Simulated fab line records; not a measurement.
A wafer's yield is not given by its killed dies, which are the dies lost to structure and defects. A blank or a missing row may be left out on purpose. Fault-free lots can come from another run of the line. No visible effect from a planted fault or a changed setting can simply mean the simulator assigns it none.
Comparing a struck lot with a sound one :: flow nandHarc :: 14 out of 1302 route steps
Sound: wafers L900.1, L900.4, L900.6. Struck: wafer L908.1; the same lot's L908.4 was not struck, so it is left out; see the end for the cause.
Order at every step that has rows: each side's tool, ch and its chambers, its first start. Under that, the readings that differ: sound wafers :: struck wafers :: difference of the means :: sigmas: that difference in standard deviations of wafers without a fault.
alike: words and numbers the same on both sides, and readings whose means are apart by under 2 such deviations; not compared: readings that were withheld, readings missing a value for some wafer, numbers with overlapping values and no deviation given by the record, and bounds like >300 which may hide the same value.
Wherever a step has rows on one side only, a row that says differs or no value, or a row with sigmas, the two part there. Numbers that don't overlap but have no deviation are shown without sigmas and don't part them. Lack of a reading on every wafer of one side parts them only where that side has two or more wafers.

first, 3 steps without rows for these wafers: NHARC_A_CHANNEL_HOLE_D2_STRIP_41 (strips in N2/H2); NHARC_A_CHANNEL_HOLE_D2_STRIP_42 (strips in CF4/CHF3); NHARC_A_CHANNEL_HOLE_D2_STRIP_43 (strips in O2/COS).
NHARC_A_CHANNEL_HOLE_D2_ETCH_44: etches the open film in CF4/O2, target depth 140 nm, overetch 14 nm, time 77 s.
  sound on rieDiel-06 ch 1,3, day 16 17:09; struck on rieDiel-01 ch 1, day 19 23:13
reading: oesProductAu (a.u.)
sound: 0.998 0.987 0.984
struck: 1.017
difference: +0.027
sigmas: +2
  alike: drypumpMotorCurrentA, rfVppV, showerheadPlenumPTorr, throttleValvePct
  not compared: rfHoursCounterH
NHARC_A_CHANNEL_HOLE_D2_STRIP_28: strips in O2.
  sound: rieDiel-06 ch 1,2; struck: rieDiel-01 ch 0
  alike: drypumpMotorCurrentA, oesProductAu, rfVppV, showerheadPlenumPTorr, throttleValvePct
  not compared: rfHoursCounterH
then, 2 steps without rows for these wafers: NHARC_A_CHANNEL_HOLE_D2_PRECLEAN_29 (cleans in SC1); NHARC_A_CHANNEL_HOLE_D2_SRD_30.
NHARC_A_CHANNEL_HOLE_D2_CD_MEAS_31:
  sound: cdSem-02 at day 16 17:56; struck: cdSem-01 at day 20 00:01
  alike: cdNm
NHARC_A_CHANNEL_HOLE_D2_XSEM_32:
  sound on xsem-02 ch 0, day 16 18:01; struck on xsem-02 ch 0, day 20 00:06
reading: tiltDeg (degrees)
sound: 0.04 0.04 0.04
struck: 0.11
difference: +0.07
sigmas: +2
  alike: botCdNm, bowNm
NHARC_A_CHANNEL_HOLE_D2_INSPECT_40:
  sound: defectInspect-02 at day 16 18:07; struck: defectInspect-02 at day 20 00:12
  alike: rawDefectCount
then, 2 steps without rows for these wafers: NHARC_A_CHANNEL_FILL_D2_PRECLEAN_00 (cleans in SC1); NHARC_A_CHANNEL_FILL_D2_SRD_01.
NHARC_A_CHANNEL_FILL_D2_ALD_02: deposits SiO2, target thk 6 nm, pulse time 10 s, ald cycles 60.
  sound on aldHk-04 ch 0,1,3, day 16 18:28; struck on aldHk-04 ch 0, day 20 00:24
reading: aldCycles
sound: 60 60 60
struck: 82
difference: +22
sigmas: 
  alike: heaterPowerW, precursorPulseHeightRel
NHARC_A_CHANNEL_FILL_D2_ALD_03: deposits SiNx, target thk 6 nm, pulse time 60 s, ald cycles 58.
  sound: aldSinBatch-03 ch 0; struck: aldSinBatch-01 ch 0
  alike: chamberPressureTorr, precursorPulseHeightRel
  not compared: aldCycles

WHERE THEY PART
At NHARC_A_CHANNEL_HOLE_D2_ETCH_44 first; at NHARC_A_CHANNEL_HOLE_D2_XSEM_32 last (within this record only). Later steps at which nothing parts them and some readings are alike: NHARC_A_CHANNEL_HOLE_D2_INSPECT_40, NHARC_A_CHANNEL_FILL_D2_ALD_02, NHARC_A_CHANNEL_FILL_D2_ALD_03.

WHY: what the simulator had put in
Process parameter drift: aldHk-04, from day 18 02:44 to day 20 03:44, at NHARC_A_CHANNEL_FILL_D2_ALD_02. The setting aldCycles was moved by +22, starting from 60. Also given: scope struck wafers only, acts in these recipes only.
